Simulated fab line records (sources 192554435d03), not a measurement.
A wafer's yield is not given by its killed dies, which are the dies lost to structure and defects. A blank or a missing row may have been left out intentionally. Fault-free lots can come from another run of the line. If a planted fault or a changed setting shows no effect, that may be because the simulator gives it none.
Problem report in the 8D (eight disciplines) form, filled by code :: flow n5 finfet :: the parts of the form that need people (team, actions taken, sign-off) are left out

1. WHAT IS WRONG
oes product au at N5_PMOS_HMC_CHANNEL_EPI_ETCH_38 reads a mean of 1.391 a.u. on 4 wafers of 3 lots; wafers without a fault read 1.002 a.u. with a standard deviation of 0.024. Measured from the usual mean, that is +16 standard deviations.
The step: etches SiO2 in CF4, target depth 1.5 nm.
First seen on wafer L332.5, day 5 12:34, on rie si-02. At this step, 31 wafers from 11 lots have a number in the record. The rule behind "out" and "out of limits": a value lying over 4 standard deviations away from the usual mean. Any other wafer with a number is counted as sound.

2. WHAT THIS IS AND IS NOT
question: which readings at this step
is: oes product au
is not: drypump motor current A, throttle valve pct

question: which lots
is: L332, L333, L334
is not: L317, L318, L319, L323, L324, L326, L328, L330

question: which wafers of those lots
is: L332.5, L333.1, L334.1, L334.5
is not: L332.2, L332.3, L333.4

question: read on which tools
is: rie si-02
is not: rie si-04, rie si-06

question: when
is: from day 5 12:34
is not: up to then (26 sound wafers); but 1 sound wafer of L333 came after

3. WHAT RULES OUT EACH SUSPECT
Counting: a tool at a process step up to the reading stays a suspect if it ran every lot that is out. Sound lots after the first of them don't rule it out here, since some wafers of a struck lot are sound.
- rie si-02 at N5_PMOS_HMC_CHANNEL_EPI_ETCH_38 (etches SiO2 in CF4, target depth 1.5 nm): kept. Every lot that is out went through it, the first being L332 (day 5 12:34); the last sound lot it ran before that was L328 (day 4 11:34). Out on those wafers are its own readings of oes product au.
Remaining after the count: rie si-02 at N5_PMOS_HMC_CHANNEL_EPI_ETCH_38.

4. THE CAUSE (what the simulator had put in)
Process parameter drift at N5_PMOS_HMC_CHANNEL_EPI_ETCH_38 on rie si-02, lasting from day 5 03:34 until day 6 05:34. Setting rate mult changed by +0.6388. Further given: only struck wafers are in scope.
This tool alone remained once counting was done.

5. THE EFFECT CHAIN, in route order
Each row: a reading whose mean over the struck wafers that have a number lies more than 3 standard deviations from the usual. Only readings for which the record gives a usual standard deviation are gone through. hours: the time from each lot's start at the first step in this table that gives one to its start at this step, as a median over the lots. sigmas: the change in usual standard deviations.
hours: 0
step: N5_PMOS_HMC_CHANNEL_EPI_ETCH_38
reading: oes product au
usual: 1.002 a.u.
on struck wafers: 1.391
change: +0.389
sigmas: +16
The process steps in it:
- N5_PMOS_HMC_CHANNEL_EPI_ETCH_38: etches SiO2 in CF4, target depth 1.5 nm.
Later steps that measure or inspect, where all struck wafers having a row at the step show a number for every such reading and not one has moved that far: N5_FIN_SAQP_CD_MEAS_16, N5_FIN_SAQP_INSPECT_18, N5_BEOL_M4_RC_MEAS_101.

6. WHAT WOULD HAVE CAUGHT IT SOONER
9 hours passed between the start of the fault at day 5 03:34 and the first reading out of limits in this record, taken at day 5 12:34.
